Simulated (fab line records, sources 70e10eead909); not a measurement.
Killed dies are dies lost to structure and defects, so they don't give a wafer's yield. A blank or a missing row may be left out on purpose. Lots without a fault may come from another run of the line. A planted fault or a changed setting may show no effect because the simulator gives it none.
Which tool did it? | flow nand_harc | 6 lots, 16 wafers sampled, at 5 steps of a route of 1302

WHAT THE GAUGES READ, wafer by wafer
NHARC_END_SORT_01.
lot  | measured     | on        | killed_at_other
L897 | day 25 19:32 | prober-01 | 2 2 1
L901 | day 26 03:25 | prober-01 | 0 0 0
L904 | day 27 14:41 | prober-02 | 631
L912 | day 32 01:20 | prober-01 | 3 1 1
L916 | day 33 02:05 | prober-01 | 0 1 0
L915 | day 33 09:09 | prober-01 | 0 0 0

WHICH TOOL RAN EACH LOT (tool, then ch and the chambers of the sampled wafers, then the start)
lot  | NHARC_A_BONDPAD_STRIP_15           | NHARC_A_BONDPAD_ANNEAL_28        | NHARC_A_BONDPAD_CMP_19        | NHARC_THIN_TSV_GRIND_00
L897 | rie_diel-04 ch 0,3, day 23 19:05   | rtp_anneal-02 ch 0, day 23 20:50 | cmp-04 ch 0,1,2, day 23 21:07 | grinder-01 ch 0, day 25 01:20
L901 | rie_diel-04 ch 0,1,3, day 24 16:27 | rtp_anneal-01 ch 0, day 24 17:46 | cmp-02 ch 1,2,3, day 24 18:04 | grinder-01 ch 0, day 25 04:56
L904 | rie_diel-04 ch 0, day 26 05:11     | rtp_anneal-01 ch 0, day 26 06:37 | cmp-03 ch 0, day 26 06:50     | grinder-01 ch 0, day 26 18:48
L912 | rie_diel-10 ch 0,3, day 30 17:38   | rtp_anneal-02 ch 0, day 30 19:04 | cmp-02 ch 0,1, day 30 19:17   | grinder-01 ch 0, day 31 07:16
L916 | rie_diel-10 ch 0,1, day 31 09:21   | rtp_anneal-02 ch 0, day 31 10:41 | cmp-04 ch 2,3, day 31 10:59   | grinder-01 ch 0, day 32 01:23
L915 | rie_diel-10 ch 2,3, day 32 00:31   | rtp_anneal-01 ch 0, day 32 01:47 | cmp-02 ch 1,2,3, day 32 02:12 | grinder-01 ch 0, day 32 12:20
- NHARC_A_BONDPAD_STRIP_15: strips in O2.
- NHARC_A_BONDPAD_ANNEAL_28: time 90 s.
- NHARC_A_BONDPAD_CMP_19: polishes, t overpolish 30 s, cu recess touch 16 s, target thk 169.82 nm.
- NHARC_THIN_TSV_GRIND_00

THE ANSWER, worked out from the rows above alone
Rule: what is usual is taken from the lots themselves. Put in order of their means at a reading, lots are off if they are a third of the lots or fewer, leave a main group of 4 or more, and stand apart from it by a gap of 3 or more times the standard deviation of the main group's means; of several such gaps the widest counts. A main group whose means are all the same, to the digits that the tables above print for the reading, isn't used. A lot without any number at a reading at which 4 lots or more have one is off too. The other lots that the step has rows for count as sound.
Off: L904, at NHARC_END_SORT_01 (killed_at_other). The main group: mean 0.7, standard deviation 0.77.
A tool fits if, at a process step before that reading, it ran every lot that is off, and no sound lot after the first of them. The gauges at NHARC_END_SORT_01 are tried like those tools. Can't be told from this: 3 tools fit, rie_diel-04 at NHARC_A_BONDPAD_STRIP_15, cmp-03 at NHARC_A_BONDPAD_CMP_19, prober-02 at NHARC_END_SORT_01.

WHAT THE SIMULATOR HAD PUT IN
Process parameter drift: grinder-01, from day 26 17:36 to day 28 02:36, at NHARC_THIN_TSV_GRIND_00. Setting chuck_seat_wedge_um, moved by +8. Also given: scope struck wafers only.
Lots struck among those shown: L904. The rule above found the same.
